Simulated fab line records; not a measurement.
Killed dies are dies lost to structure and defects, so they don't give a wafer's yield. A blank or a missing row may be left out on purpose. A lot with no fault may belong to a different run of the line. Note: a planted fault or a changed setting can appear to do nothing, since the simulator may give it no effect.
What tool caused it? | flow nandHarc | Sampling: 13 lots, 33 wafers, 7 of 1159 route steps

## WHAT THE GAUGES SHOWED, per wafer
NHARC_P_STI_CD_MEAS_09: the cd target is 200 nm.
lot  | measured    | on       | cdNm (nm)
L989 | day 2 10:47 | cdSem-02 | 200.8 197.4 200.2
L990 | day 2 18:22 | cdSem-02 | 199.2 204.6 200.4
L991 | day 3 02:24 | cdSem-03 | 197.8 194.9 197.8
L993 | day 3 12:37 | cdSem-01 | 197.3 201.8 198.7
L994 | day 3 19:08 | cdSem-03 | 179.8 180.2
L995 | day 3 19:10 | cdSem-02 | 181.5 181.5
L997 | day 4 11:04 | cdSem-02 | 178.2 178.0
L999 | day 5 01:41 | cdSem-02 | 196.8 198.7 197.3
L105 | day 6 15:11 | cdSem-02 | 207.0 200.8 200.0
L106 | day 6 15:21 | cdSem-01 | 199.0 200.8 197.9
L108 | day 7 04:32 | cdSem-02 | 198.9 198.5 197.7
L110 | day 7 18:37 | cdSem-02 | 199.5 199.1 195.4
L112 | day 8 05:02 | cdSem-02 | 198.1 200.4 199.2

NHARC_P_STI_OCD_MEAS_17.
lot  | measured    | on     | trenchDepthNm (nm) | trenchFootCdNm (nm)
L989 | day 2 11:34 | ocd-02 | 298 298 299        | 159.8 155.9 158.1
L990 | day 2 19:13 | ocd-02 | 305 308 299        | 157.2 161.5 159.2
L991 | day 3 03:12 | ocd-01 | 295 307 305        | 157.1 152.8 155.3
L993 | day 3 13:23 | ocd-02 | 302 303 305        | 154.8 159.0 155.6
L994 | day 4 04:25 | ocd-01 | 311 312            | 136.8 136.7
L995 | day 4 03:17 | ocd-02 | 303 303            | 138.3 139.4
L997 | day 4 20:42 | ocd-01 | 296 296            | 136.7 136.5
L999 | day 5 02:28 | ocd-01 | 311 297 306        | 153.6 157.3 154.7
L105 | day 6 15:58 | ocd-02 | 301 309 305        | 164.7 157.6 157.4
L106 | day 6 16:14 | ocd-02 | 303 302 306        | 156.4 158.0 155.7
L108 | day 7 05:21 | ocd-02 | 297 300 305        | 157.1 156.8 155.0
L110 | day 7 19:26 | ocd-02 | 307 308 302        | 156.3 156.6 153.1
L112 | day 8 05:50 | ocd-02 | 299 301 305        | 156.7 157.7 156.2

NHARC_END_SORT_01.
lot  | measured     | on        | killedAtArray | killedAtOther | killedAtPeriphery | killedDies | killedOpen | killedShort
L994 | day 21 05:05 | prober-01 | 20            | 0             | 5                 | 25         | 3          | 3
L995 | day 21 03:29 | prober-02 | 34            | 3             | 4                 | 41         | 5          | 1
L997 | day 20 19:32 | prober-02 | 22            | 1             | 10                | 33         | 4          | 3

## TOOL THAT RAN EACH LOT (tool first, then ch and the chambers of the sampled wafers, then the start)
lot  | NHARC_P_STI_EXPOSE_06           | NHARC_P_GATE_DESCUM_31            | NHARC_P_GATE_DESCUM_48            | NHARC_P_GATE_STRIP_111
L989 | krfScanner-01 ch 0, day 2 10:38 | rieDiel-12 ch 0,1,3, day 4 09:31  | rieDiel-12 ch 0,3, day 4 21:40    | plasmaAsher-02 ch 0,1, day 4 22:08
L990 | krfScanner-04 ch 0, day 2 18:13 | rieDiel-03 ch 0,1,2, day 4 22:19  | rieDiel-12 ch 0,1,2, day 5 10:09  | plasmaAsher-02 ch 0,1, day 5 10:31
L991 | krfScanner-01 ch 0, day 3 02:15 | rieDiel-10 ch 0,3, day 5 11:05    | rieDiel-10 ch 0,2, day 5 23:23    | plasmaAsher-01 ch 0,1, day 5 23:44
L993 | krfScanner-04 ch 0, day 3 12:28 | rieDiel-03 ch 0,1,3, day 5 10:59  | rieDiel-10 ch 0,2,3, day 5 23:02  | plasmaAsher-02 ch 0,1, day 5 23:23
L994 | krfScanner-04 ch 0, day 3 18:59 | rieDiel-03 ch 0, day 6 02:04      | rieDiel-12 ch 3, day 6 16:12      | plasmaAsher-02 ch 0, day 6 16:38
L995 | krfScanner-04 ch 0, day 3 19:01 | rieDiel-10 ch 0, day 6 01:20      | rieDiel-10 ch 1, day 6 13:17      | plasmaAsher-02 ch 0, day 6 13:38
L997 | krfScanner-04 ch 0, day 4 10:55 | rieDiel-03 ch 2, day 6 17:41      | rieDiel-10 ch 2, day 7 05:32      | plasmaAsher-02 ch 0, day 7 05:58
L999 | krfScanner-01 ch 0, day 5 01:32 | rieDiel-10 ch 0,2,3, day 7 06:37  | rieDiel-10 ch 0,1,3, day 7 23:00  | plasmaAsher-01 ch 0,1, day 7 23:40
L105 | krfScanner-01 ch 0, day 6 15:02 | rieDiel-10 ch 0,1,2, day 8 18:52  | rieDiel-03 ch 0,3, day 9 07:08    | plasmaAsher-02 ch 0,1, day 9 07:35
L106 | krfScanner-02 ch 0, day 6 15:11 | rieDiel-12 ch 0,1,2, day 8 19:29  | rieDiel-10 ch 1,2, day 9 07:29    | plasmaAsher-01 ch 0,1, day 9 07:58
L108 | krfScanner-01 ch 0, day 7 04:23 | rieDiel-03 ch 0,2,3, day 9 11:21  | rieDiel-12 ch 0,2,3, day 9 23:24  | plasmaAsher-01 ch 0,1, day 9 23:46
L110 | krfScanner-01 ch 0, day 7 18:29 | rieDiel-10 ch 1,2,3, day 10 01:35 | rieDiel-03 ch 1,2, day 10 15:48   | plasmaAsher-01 ch 0,1, day 10 16:16
L112 | krfScanner-04 ch 0, day 8 04:53 | rieDiel-10 ch 2,3, day 10 06:25   | rieDiel-10 ch 0,1,3, day 10 18:32 | plasmaAsher-01 ch 0, day 10 19:01
- NHARC_P_STI_EXPOSE_06: exposes mask P STI, target cd 200 nm.
- NHARC_P_GATE_DESCUM_31: chemistry O2, time 3 s.
- NHARC_P_GATE_DESCUM_48: chemistry O2, time 3 s.
- NHARC_P_GATE_STRIP_111: strips in N2/H2, time 250 s.

## WHAT THE TOOLS THEMSELVES READ (means of the sampled wafers that have a number; where no wafer has one, the mark that the record gives instead)
NHARC_P_GATE_DESCUM_31.
lot  | tool       | drypumpMotorCurrentA (A) | oesProductAu (a.u.) | rfVppV (V) | showerheadPlenumPTorr (Torr) | throttleValvePct (%)
L989 | rieDiel-12 | 5.6                      | 1.008               | 58.0       | 1.94                         | 11.310
L990 | rieDiel-03 | 5.1                      | 1.012               | 57.8       | 1.96                         | 11.317
L991 | rieDiel-10 | 5.4                      | 1.003               | 57.2       | 1.87                         | 11.307
L993 | rieDiel-03 | 5.3                      | 1.012               | 57.2       | 1.93                         | 11.324
L994 | rieDiel-03 | 5.1                      | 1.003               | 58.7       | 1.92                         | 11.299
L995 | rieDiel-10 | 5.3                      | 1.015               | 55.5       | 1.98                         | 11.313
L997 | rieDiel-03 | 5.2                      | 1.004               | 58.7       | 1.99                         | 11.304
L999 | rieDiel-10 | 5.4                      | 1.004               | 58.2       | 1.86                         | 11.314
L105 | rieDiel-10 | 5.8                      | 1.016               | 57.6       | 1.88                         | 11.315
L106 | rieDiel-12 | 5.9                      | 0.985               | 57.7       | 1.95                         | 11.314
L108 | rieDiel-03 | 5.5                      | 1.015               | 57.6       | 1.93                         | 11.309
L110 | rieDiel-10 | 5.8                      | 1.017               | 57.9       | 1.83                         | 11.308
L112 | rieDiel-10 | 5.4                      | 1.005               | 57.3       | 1.79                         | 11.316

NHARC_P_GATE_DESCUM_48.
lot  | tool       | drypumpMotorCurrentA (A) | oesProductAu (a.u.) | rfVppV (V) | showerheadPlenumPTorr (Torr) | throttleValvePct (%)
L989 | rieDiel-12 | 5.4                      | 1.001               | 58.9       | 1.97                         | 11.308
L990 | rieDiel-12 | 5.9                      | 0.984               | 58.1       | 1.96                         | 11.308
L991 | rieDiel-10 | 5.3                      | 1.009               | 58.0       | 1.92                         | 11.318
L993 | rieDiel-10 | 5.4                      | 1.004               | 58.2       | 1.86                         | 11.311
L994 | rieDiel-12 | 5.3                      | 0.985               | 59.0       | 1.97                         | 11.304
L995 | rieDiel-10 | 6.7                      | 1.038               | 56.7       | 1.88                         | 11.314
L997 | rieDiel-10 | 5.3                      | 1.033               | 57.2       | 1.79                         | 11.295
L999 | rieDiel-10 | 5.8                      | 1.010               | 56.7       | 1.89                         | 11.314
L105 | rieDiel-03 | 5.4                      | 1.017               | 57.9       | 1.91                         | 11.311
L106 | rieDiel-10 | 5.8                      | 1.020               | 56.4       | 1.82                         | 11.312
L108 | rieDiel-12 | 5.7                      | 0.977               | 57.9       | 1.98                         | 11.317
L110 | rieDiel-03 | 5.1                      | 1.008               | 57.7       | 1.97                         | 11.308
L112 | rieDiel-10 | 5.8                      | 0.997               | 56.8       | 1.89                         | 11.318

NHARC_P_GATE_STRIP_111.
lot  | tool           | drypumpMotorCurrentA (A) | heaterPowerW (W)
L989 | plasmaAsher-02 | 5.1                      | 93
L990 | plasmaAsher-02 | 5.4                      | 89
L991 | plasmaAsher-01 | 5.5                      | 91
L993 | plasmaAsher-02 | 5.4                      | 90
L994 | plasmaAsher-02 | 4.8                      | 93
L995 | plasmaAsher-02 | 4.8                      | 96
L997 | plasmaAsher-02 | 4.8                      | 96
L999 | plasmaAsher-01 | 5.3                      | 89
L105 | plasmaAsher-02 | 5.1                      | 94
L106 | plasmaAsher-01 | 5.5                      | 91
L108 | plasmaAsher-01 | 5.4                      | 87
L110 | plasmaAsher-01 | 5.5                      | 91
L112 | plasmaAsher-01 | 5.7                      | 93

## THE ANSWER, worked out from the rows above alone
Rule: the usual values come from the lots themselves. The widest of any qualifying gaps counts: lots, ordered by their means at a reading, are off when they make up no more than a third of the lots, leave a main group of 4 or more, and stand apart from it by 3 or more times the standard deviation of that group's means. Not used: any main group whose means are identical at the precision the tables above print for the reading. Also off: a lot with no number at a reading for which 4 or more lots have one. Any other lot the step has rows for is counted as sound. First the gauges in route order, then the tools' own readings, where a lot's mean is used as printed above. The first step at which some lot is off is used, and at that step the reading that is off furthest; a lot without a number counts as furthest.
Off: L994, L995, L997, at NHARC_P_STI_CD_MEAS_09 (cdNm). Main group: mean 199.2 nm, sd 1.6.
A tool fits if, at a process step before that reading, it ran every lot that is off, and no sound lot after the first of them. Not tried: the gauges at NHARC_P_STI_CD_MEAS_09; whatever is off there is also off at NHARC_P_STI_OCD_MEAS_17, on other tools, and gauge error can't account for it. Of those tried, none fits.

## WHAT WAS PUT IN BY THE SIMULATOR
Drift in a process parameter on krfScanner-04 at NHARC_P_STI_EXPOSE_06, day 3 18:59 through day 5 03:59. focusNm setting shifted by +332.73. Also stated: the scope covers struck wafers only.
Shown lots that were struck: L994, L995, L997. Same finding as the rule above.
